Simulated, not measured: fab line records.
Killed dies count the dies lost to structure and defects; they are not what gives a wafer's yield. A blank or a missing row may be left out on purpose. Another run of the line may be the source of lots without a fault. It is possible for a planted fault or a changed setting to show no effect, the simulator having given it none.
fab line records	flow nand-harc
record lots=11	wafers=33	last-day=33
route steps=1302 shown P_CONTACT@233 P_M0@261 END@1302
lots untouched by any fault: they come from a run of this same line in which no faults occurred
start-h: the number of hours between the record's first day and the start of the first shown wafer of the lot	wait-h: hours since the lot's step before	" identical to the entry in the row above	L1.1+2: a single row standing in for several wafers	- no value, or no start was given	* or withheld: withheld	< > ~ a bound
route shown NAME@n: NAME is a module with steps in the file, n the number in the route of the first one	usual: mean/standard deviation taken from wafers without a fault	same: alike in all rows	chamber/n: place in a boat	sites: readings site by site	_std_site: standard deviation of those values	_edge_site: mean of outer sites minus mean of inner sites	radius-mm: how far each site lies from the wafer's centre	mask NAME#n: copy n	behind: tool/chamber where the wafer was last shaped	hold: the reason the lot was held/the length of the hold in hours/how it ended	device: the n, p or np transistor that did not switch	end of line: tests of these same wafers at the route's end	for a step that has no rows: nothing shown but its recipe	killed: the dies lost at the first sort to structure and to defects; this is not the yield of the wafer	map: shows each die of a wafer: x if killed, . if not, _ if none is there
set.NAME: the setting the step ran with; set.NAME@STEP: the setting that earlier step ran with	model.NAME: the simulator's own value behind a step, which no gauge read
a sample of lots followed through the steps of the route, with each step as a table and each wafer as a row
services: a tool's chamber out of use, with start hour (start-h, from the record's first day; less than 0 if before it), hours out, and reason
## steps
# step NHARC_P_CONTACT_OVL_MEAS_13
# usual overlay-x-nm=0.0/0.87	overlay-y-nm=-0.1/0.71
lot.wafer	tool	chamber	start-h	wait-h	overlay-x-nm	overlay-y-nm
L818.1	overlay-01	-	127.52	-	-1.0	0.6
L818.4	"	-	"	"	-0.6	0.7
L818.6	"	-	"	"	-1.2	-0.1
L823.1	overlay-02	-	172.90	-	0.7	0.0
L823.5	"	-	"	"	0.6	-0.3
L823.6	"	-	"	"	1.2	0.2
L825.2	overlay-01	-	185.60	-	0.2	-0.9
L825.3	"	-	"	"	0.0	-0.6
L825.6	"	-	"	"	-0.4	-0.3
L827.1	overlay-02	-	207.88	-	-0.5	-1.2
L827.2	"	-	"	"	-0.2	-1.3
L827.6	"	-	"	"	-0.5	-1.0
L828.3	overlay-01	-	226.07	-	0.7	0.0
L828.4	"	-	"	"	-0.2	0.5
L828.5	"	-	"	"	0.4	-0.2
L829.2	overlay-01	-	232.86	-	-0.7	-0.7
L829.4	"	-	"	"	-0.1	-0.5
L829.6	"	-	"	"	-0.8	-0.4
L830.3	overlay-01	-	233.32	-	-0.3	-0.5
L830.4	"	-	"	"	0.2	-0.2
L830.6	"	-	"	"	0.2	0.2
L831.1	overlay-02	-	259.40	-	-0.3	-0.1
L831.3	"	-	"	"	0.4	0.3
L831.4	"	-	"	"	-0.2	-0.5
L836.1	overlay-01	-	311.29	-	2.1	-0.1
L836.2	"	-	"	"	2.3	0.6
L836.5	"	-	"	"	2.4	-0.3
L837.1	overlay-02	-	315.43	-	0.5	0.7
L837.4	"	-	"	"	0.6	0.9
L837.6	"	-	"	"	0.4	1.6
L839.1	overlay-01	-	334.13	-	1.2	-0.6
L839.4	"	-	"	"	1.1	-0.4
L839.5	"	-	"	"	1.3	-1.2
# step NHARC_P_CONTACT_ETCH_35
# recipe target-depth-a=390	over-etch-frac=0.3	time-s=65	ion-energy-ev=80	cf4-flow-sccm=150	ar-flow-sccm=0	rf-w=300	bias-w=100	chemistry=CF4
# usual bias-w=100.0/0.32	drypump-motor-current-A=5.86/0.29	oes-product-au=1.000/0.014	rf-vpp-V=151.4/1.4	showerhead-plenum-p-Torr=1.79/0.085	throttle-valve-pct=13.283/0.0093
lot.wafer	tool	chamber	start-h	wait-h	bias-w	drypump-motor-current-A	oes-product-au	rf-hours-counter-h	rf-vpp-V	showerhead-plenum-p-Torr	throttle-valve-pct
L818.4	rie-diel-07	3	127.71	0.1	100.3	5.84	1.016	0.0	153.5	1.89	13.273
L818.1	"	0	"	"	99.8	6.29	1.003	0.0	151.9	1.84	13.267
L818.6	"	2	"	"	100.0	5.70	0.992	-	149.0	1.71	13.274
L823.1	rie-diel-11	0	173.08	0.1	99.9	5.38	0.998	2.4	154.3	1.89	13.282
L823.6	"	3	"	"	99.9	6.32	0.992	-	151.1	1.89	13.286
L823.5	"	0	"	"	100.4	5.38	1.000	-	152.4	1.89	13.287
L825.3	rie-diel-07	3	185.80	0.1	99.7	5.81	1.011	1.7	153.5	1.89	13.280
L825.2	"	0	"	"	99.9	6.27	1.021	1.7	150.7	1.84	13.283
L825.6	"	1	"	"	99.9	5.94	0.974	-	150.1	1.71	13.282
L827.1	rie-diel-08	3	208.06	0.1	100.7	5.88	1.024	0.4	151.8	1.86	13.301
L827.2	"	0	"	"	100.1	5.52	1.026	0.5	153.1	1.77	13.293
L827.6	"	0	"	"	100.6	5.51	1.029	-	151.2	1.77	13.294
L828.3	rie-diel-11	2	226.28	0.1	100.1	5.88	0.993	3.3	149.6	1.66	13.291
L828.5	"	0	"	"	100.1	5.38	0.994	-	151.7	1.89	13.267
L828.4	"	2	"	"	100.1	5.86	0.991	-	150.5	1.66	13.274
L829.4	rie-diel-07	2	233.04	0.1	99.8	5.67	1.000	2.7	149.7	1.71	13.273
L829.2	"	1	"	"	100.0	5.93	0.989	3.0	150.8	1.71	13.292
L829.6	"	2	"	"	100.0	5.69	0.996	-	150.7	1.71	13.280
L830.4	rie-diel-08	2	233.51	0.1	100.6	5.98	0.972	1.1	151.8	1.77	13.271
L830.3	"	0	"	"	100.2	5.52	1.027	1.2	151.8	1.77	13.287
L830.6	"	2	"	"	100.6	5.96	0.968	-	151.5	1.77	13.272
L831.4	rie-diel-07	3	259.59	0.1	100.3	5.81	1.020	3.4	151.4	1.89	13.285
L831.1	"	0	"	"	99.9	6.30	1.020	3.8	152.4	1.84	13.282
L831.3	"	1	"	"	100.0	5.95	0.981	3.9	151.0	1.71	13.289
L836.1	rie-diel-07	2	311.49	0.1	99.6	5.70	1.017	0.3	150.0	1.71	13.265
L836.2	"	0	"	"	99.8	6.28	1.002	0.3	151.9	1.84	13.286
L836.5	"	3	"	"	99.5	5.81	1.001	-	153.4	1.89	13.281
L837.1	rie-diel-11	0	315.63	0.1	99.9	5.39	1.008	1.3	152.5	1.89	13.291
L837.6	"	0	"	"	100.4	5.39	1.001	-	152.3	1.89	13.283
L837.4	"	2	"	"	99.8	5.89	0.984	-	149.8	1.66	13.277
L839.1	rie-diel-11	0	334.33	0.1	99.6	5.37	0.998	2.5	154.1	1.89	13.261
L839.4	"	3	"	"	100.0	6.26	0.996	-	152.6	1.89	13.289
L839.5	"	0	"	"	99.6	5.38	1.001	-	153.4	1.89	13.292
# step NHARC_P_CONTACT_CVD_23
# recipe target-thk-a=2000	temp-c=300	pressure-torr=40	wf6-flow-sccm=40	h2-flow-sccm=1600	ar-flow-sccm=1560	time-s=557	material=W
# usual chamber-pressure-Torr=39.97/0.098	heater-power-w=480/50	throttle-valve-pct=8.08/0.29
lot.wafer	tool	chamber	start-h	wait-h	chamber-pressure-Torr	heater-power-w	throttle-valve-pct
L818.1	cvd-w-01	1	-	-	39.91	379	8.45
L818.4	"	1	"	"	39.78	385	8.68
L818.6	"	1	"	"	39.89	386	8.47
L823.1	cvd-w-02	0	-	-	39.94	532	7.88
L823.6	"	1	"	"	40.05	500	8.42
L823.5	"	0	"	"	40.01	534	7.75
L825.2	cvd-w-02	1	-	-	40.08	503	8.11
L825.3	"	0	"	"	39.99	519	7.78
L825.6	"	1	"	"	39.96	505	8.41
L827.2	cvd-w-02	1	-	-	39.93	513	8.29
L827.1	"	0	"	"	39.86	545	7.81
L827.6	"	1	"	"	39.98	498	8.43
L828.4	cvd-w-01	0	-	-	39.85	488	7.96
L828.3	"	1	"	"	39.74	399	8.35
L828.5	"	0	"	"	39.82	492	7.61
L829.2	cvd-w-02	0	-	-	39.95	508	7.89
L829.4	"	0	"	"	39.91	538	7.82
L829.6	"	0	"	"	39.86	521	7.85
L830.4	cvd-w-01	0	-	-	39.97	496	7.96
L830.3	"	1	"	"	40.01	392	8.08
L830.6	"	1	"	"	39.86	400	8.36
L831.1	cvd-w-02	1	-	-	39.98	508	8.32
L831.4	"	1	"	"	39.94	496	8.19
L831.3	"	0	"	"	40.11	526	7.99
L836.1	cvd-w-02	0	-	-	39.99	514	7.84
L836.2	"	1	"	"	39.95	512	7.90
L836.5	"	0	"	"	40.08	518	7.82
L837.1	cvd-w-01	0	-	-	40.00	497	8.06
L837.4	"	1	"	"	39.92	405	8.39
L837.6	"	0	"	"	39.90	500	7.96
L839.1	cvd-w-01	0	-	-	39.90	492	7.87
L839.4	"	1	"	"	40.03	404	8.13
L839.5	"	1	"	"	40.06	399	8.05
# step NHARC_P_M0_PEB_07
# recipe peb-temp-c=100	peb-time-s=65
# usual heater-power-total-W=156.5/0.43	plate-temp-C=100.02/0.13
lot.wafer	tool	chamber	start-h	wait-h	heater-power-total-W	plate-temp-C
L818.1	litho-track-04	0	131.52	0.1	157.1	100.07
L818.4	"	0	"	"	156.7	100.02
L818.6	"	0	"	"	157.2	100.15
L823.1	litho-track-01	0	176.90	0.1	155.9	99.90
L823.5	"	0	"	"	155.9	100.06
L823.6	"	0	"	"	157.2	99.95
L825.2	litho-track-04	0	189.89	0.1	156.3	100.05
L825.3	"	0	"	"	156.6	99.94
L825.6	"	0	"	"	156.7	100.02
L827.1	litho-track-01	0	211.90	0.1	157.3	99.84
L827.2	"	0	"	"	156.1	100.00
L827.6	"	0	"	"	156.4	99.80
L828.3	litho-track-06	0	230.36	0.0	157.1	100.09
L828.4	"	0	"	"	156.2	99.95
L828.5	"	0	"	"	155.9	100.19
L829.2	litho-track-04	0	236.90	0.1	156.7	100.10
L829.4	"	0	"	"	156.7	99.97
L829.6	"	0	"	"	157.0	100.09
L830.3	litho-track-06	0	237.31	0.0	156.2	100.16
L830.4	"	0	"	"	156.0	100.39
L830.6	"	0	"	"	156.0	100.08
L831.1	litho-track-04	0	263.40	0.1	155.9	99.77
L831.3	"	0	"	"	156.6	99.93
L831.4	"	0	"	"	156.1	99.85
L836.1	litho-track-06	0	315.46	0.1	163.9	103.32
L836.2	"	0	"	"	163.9	103.20
L836.5	"	0	"	"	163.4	103.12
L837.1	litho-track-06	0	319.75	0.1	162.7	103.07
L837.4	"	0	"	"	163.8	103.33
L837.6	"	0	"	"	163.7	103.16
L839.1	litho-track-04	0	338.43	0.1	157.1	99.86
L839.4	"	0	"	"	156.0	99.84
L839.5	"	0	"	"	156.1	100.08
# step NHARC_P_M0_CD_MEAS_09
# recipe target-cd-nm=90	landing-energy-ev=500
# usual cd-nm=90.0/0.92
lot.wafer	tool	chamber	start-h	wait-h	cd-nm
L818.1	cd-sem-03	0	131.60	-	91.1
L818.4	"	0	"	"	90.2
L818.6	"	0	"	"	90.8
L823.1	cd-sem-03	0	176.98	-	91.0
L823.5	"	0	"	"	90.3
L823.6	"	0	"	"	91.6
L825.2	cd-sem-01	0	189.97	-	91.7
L825.3	"	0	"	"	90.9
L825.6	"	0	"	"	91.6
L827.1	cd-sem-01	0	211.98	-	92.2
L827.2	"	0	"	"	91.8
L827.6	"	0	"	"	90.8
L828.3	cd-sem-02	0	230.44	-	89.8
L828.4	"	0	"	"	90.7
L828.5	"	0	"	"	89.8
L829.2	cd-sem-03	0	236.98	-	89.9
L829.4	"	0	"	"	90.3
L829.6	"	0	"	"	90.7
L830.3	cd-sem-01	0	237.40	-	89.2
L830.4	"	0	"	"	88.4
L830.6	"	0	"	"	88.7
L831.1	cd-sem-02	0	263.48	-	91.5
L831.3	"	0	"	"	90.4
L831.4	"	0	"	"	90.3
L836.1	cd-sem-01	0	315.54	-	99.9
L836.2	"	0	"	"	99.7
L836.5	"	0	"	"	100.3
L837.1	cd-sem-02	0	319.83	-	101.3
L837.4	"	0	"	"	100.6
L837.6	"	0	"	"	100.0
L839.1	cd-sem-03	0	338.51	-	91.2
L839.4	"	0	"	"	90.6
L839.5	"	0	"	"	90.6
# step NHARC_END_SORT_01
# recipe temp-c=25
# usual defect-limited-yield=92.3/2.7	killed-at-array=47/18	killed-at-other=0.9/1.1	killed-at-periphery=4/3.1	killed-dies=52/18	killed-open=3.1/1.5	killed-short=2.4/1.5	sort_bin_2_pct=2.7/1.2	sort_bin_3_pct=0.6/0.38	sort_bin_4_pct=4.5/1.5	sort-n-pass=625/18	sort-rim-yield-pct=89/4.5	sort-yield-pct=92.3/2.7
# same gross-dies=677	sort_bin_5_pct[%]=0	sort_bin_6_pct[%]=0	sort_bin_7_pct[%]=0	sort_bin_8_pct[%]=0	sort-rim-n-gross=106.00
lot.wafer	tool	chamber	start-h	wait-h	defect-limited-yield[%]	killed-at-array	killed-at-other	killed-at-periphery	killed-dies	killed-open	killed-short	sort_bin_2_pct[%]	sort_bin_3_pct[%]	sort_bin_4_pct[%]	sort-n-pass	sort-rim-yield-pct[%]	sort-yield-pct[%]
L827.2	prober-02	0	653.98	2.8	94.8	28	3	4	35	4	1	1.5	0.4	3.2	642	95	94.8
L827.6	prober-02	0	657.16	4.0	95.0	30	1	3	34	2	1	2.1	0.4	2.5	643	89	95.0
# killed by level:class
L827.2 A_CHANNEL_HOLE_D2:chamber-film-flake=13 A_BLC:chamber-film-flake=6 THIN_TSV:chamber-film-flake=3 P_CONTACT:chamber-film-flake=2 A_CHANNEL_HOLE_D1:chamber-film-flake=2 P_CONTACT:geometric-particle:open=1 A_ONON_D2:geometric-particle:short=1 A_ONON_D2:geometric-particle:open=1
L827.6 A_CHANNEL_HOLE_D2:chamber-film-flake=14 A_CONTACT:chamber-film-flake=6 A_CHANNEL_HOLE_D1:chamber-film-flake=4 A_SLIT:chamber-film-flake=2 A_BLC:chamber-film-flake=2 P_M1:geometric-particle:open=1 A_CHANNEL_FILL_D2:geometric-particle:short=1 STARTING-WAFER:geometric-particle:open=1
## services
tool	chamber	start-h	hours	kind
rie-diel-07	-	117.20	9.0	pm
cvd-w-01	0	151.74	6.4	repair
rie-diel-11	3	154.31	3.9	repair
litho-track-01	-	155.00	7.0	pm
litho-track-06	-	179.00	7.0	pm
rie-diel-11	-	184.03	0.4	repair
cvd-w-01	-	185.00	13.0	pm
rie-diel-08	-	190.80	9.0	pm
rie-diel-11	1	195.19	2.9	repair
litho-track-04	-	203.00	7.0	pm
rie-diel-11	3	216.18	19.4	repair
rie-diel-11	3	246.59	3.3	repair
rie-diel-11	0	250.05	1.8	repair
rie-diel-11	2	250.64	8.3	repair
rie-diel-11	-	255.50	9.0	pm
cvd-w-02	-	269.37	13.0	pm
cvd-w-02	0	269.37	13.0	vent-cycle
rie-diel-11	-	275.27	0.2	repair
rie-diel-11	1	275.62	3.1	repair
cvd-w-01	-	287.38	1.6	repair
rie-diel-07	-	294.20	9.0	pm
rie-diel-11	1	296.34	50.4	repair
rie-diel-11	2	324.99	2.7	repair
litho-track-01	-	330.00	7.0	pm
## key
first-sign step=NHARC_P_M0_PEB_07	reading=plate-temp-C	direction=up	sigmas=24	usual=*	struck=*
effect step=NHARC_P_M0_PEB_07	reading=heater-power-total-W	direction=up	sigmas=16	usual=*	struck=*
effect step=NHARC_P_M0_CD_MEAS_09	reading=cd-nm	direction=up	sigmas=11	usual=90.0	struck=100.3
met-at NHARC_P_M0_PEB_07
struck-lots L836,L837
not-acting-at NHARC_P_CONTACT_OVL_MEAS_13,NHARC_P_CONTACT_ETCH_35,NHARC_P_CONTACT_CVD_23
onset-between 237.31 315.46
fault kind=process-parameter-drift	tool=litho-track-06	chamber=-	onset-h=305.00	steps=NHARC_P_M0_PEB_07	channel=peb-temp-c	offset=*	shape=step	end-h=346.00	acts-in=*	stated=*
